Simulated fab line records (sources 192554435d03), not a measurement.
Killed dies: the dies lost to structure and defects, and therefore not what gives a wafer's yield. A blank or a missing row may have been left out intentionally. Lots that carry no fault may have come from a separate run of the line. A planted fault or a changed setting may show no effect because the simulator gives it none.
Split-lot study | flow n5_finfet | on a route of 1938 steps: 7 lots, 21 wafers read

ABOUT THE SPLIT
At N5_BEOL_M0_SAQP_COAT_87 (time 60 s, resist thk 5 nm), the setting spin_rpm was moved away from the recipe's 1500 rpm on 8 of the 21 wafers read, by -10.7% to +7.5%. This setting was run at the recipe's value on the other wafers.

FROM THE SPLIT TO THE READING: what the file shows between them, 3 steps
- N5_BEOL_M0_SAQP_COAT_34: resist thk 30 nm
- N5_BEOL_M0_SAQP_EBR_36
- N5_BEOL_M0_SAQP_DESCUM_45: chemistry O2, time 7 s

THE READING
etch.depth_nm (the simulator's own value, which no gauge read), in nm, at N5_BEOL_M0_SAQP_ETCH_88 (etches underlayer in N2/H2, target depth 6.5 nm, time 5.2 s). The file gives no usual value for it. Across the 13 wafers here that went through the recipe, the average is 4.997 nm and the standard deviation 0.015 nm.

wafer  | tool, chamber at the split | spin_rpm as run, rpm | against the recipe | etch.depth_nm, nm | against lot-mates on the recipe
L074.2 | litho_track-05, 0          | 1339                 | -10.7%             | 5.324             | +0.294
L074.4 | litho_track-05, 0          | 1339                 | -10.7%             | 5.312             | +0.282
L074.6 | litho_track-05, 0          | 1500                 | recipe             | 5.03              | -
L075.1 | litho_track-04, 0          | 1500                 | recipe             | 4.986             | -
L075.4 | litho_track-04, 0          | 1612                 | +7.5%              | 4.816             | -0.170
L075.5 | litho_track-04, 0          | 1612                 | +7.5%              | 4.798             | -0.188
L078.1 | litho_track-04, 0          | 1500                 | recipe             | 5                 | -
L078.3 | litho_track-04, 0          | 1500                 | recipe             | 4.996             | -
L078.6 | litho_track-04, 0          | 1500                 | recipe             | 4.974             | -
L089.1 | litho_track-02, 0          | 1500                 | recipe             | 5.005             | -
L089.3 | litho_track-02, 0          | 1500                 | recipe             | 5.01              | -
L089.4 | litho_track-02, 0          | 1500                 | recipe             | 5.002             | -
L090.4 | litho_track-02, 0          | 1608                 | +7.2%              | 4.832             | -0.155
L090.5 | litho_track-02, 0          | 1500                 | recipe             | 4.991             | -
L090.6 | litho_track-02, 0          | 1500                 | recipe             | 4.984             | -
L091.2 | litho_track-05, 0          | 1559                 | +3.9%              | 4.909             | -0.101
L091.3 | litho_track-05, 0          | 1559                 | +3.9%              | 4.907             | -0.103
L091.4 | litho_track-05, 0          | 1500                 | recipe             | 5.01              | -
L096.1 | litho_track-04, 0          | 1500                 | recipe             | 4.991             | -
L096.3 | litho_track-04, 0          | 1500                 | recipe             | 4.979             | -
L096.5 | litho_track-04, 0          | 1402                 | -6.5%              | 5.149             | +0.164

FIT RESULTS
A straight line over all 21 wafers: etch.depth_nm changes by -0.027 nm for each +1% of spin_rpm; r = -0.99; the points scatter about the line by 0.019 nm.
The same after taking each lot's own level away (the mean of its wafers on the recipe; 21 wafers): -0.0254 nm for each +1%; r = -1.00; scatter 0.01 nm.
On that fit, the largest move of spin_rpm shifts the reading by 0.27 nm.
Across the lots, their own levels run from 4.9850 to 5.0300 nm, a range of 3.1 times the standard deviation given above.
The two slopes are in agreement: the lot-to-lot level therefore moves the slope only a little.
Check: with one of the wafers moved furthest among these (-10.7%) left out of the fit, the line predicts +0.268 nm for it against its lot-mates. It came out at +0.294 nm against them.

OTHER SPLITS APPLIED TO THESE WAFERS
Note: prior to the reading, these wafers also went through further splits. Each is held against what the fit with the lots' levels taken away leaves over:
other split on the same wafers       | wafers away from the commonest value | r with etch.depth_nm (lot level and that fit taken away)
N5_MOL_CONTACT_COAG_COAT_58 spin_rpm | 8                                    | +0.16
N5_MOL_CONTACT_COAG_ETCH_105 bias_w  | 5                                    | +0.20
N5_MOL_CONTACT_COAG_ETCH_91 source_w | 5                                    | -0.28

THE WHOLE CHAIN: every reading that the file lists as answering this split, in the file's order
step                    | what it does                                                | reading                                                                                    | change (the file's fit)                | r (the file's)
N5_BEOL_M0_SAQP_COAT_87 | time 60 s, resist thk 5 nm                                  | underlayer_of_BEOL_M0_SAQP_COAT_87.thk_nm (the simulator's own value, which no gauge read) | -0.0304 nm for each +1% of the setting | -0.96
N5_BEOL_M0_SAQP_ETCH_88 | etches underlayer in N2/H2, target depth 6.5 nm, time 5.2 s | etch.depth_nm (the simulator's own value, which no gauge read)                             | -0.025 nm for each +1% of the setting  | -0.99

THE FILE'S OWN FIT
etch.depth_nm changes by -0.025 nm for each +1% of spin_rpm, r = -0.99.
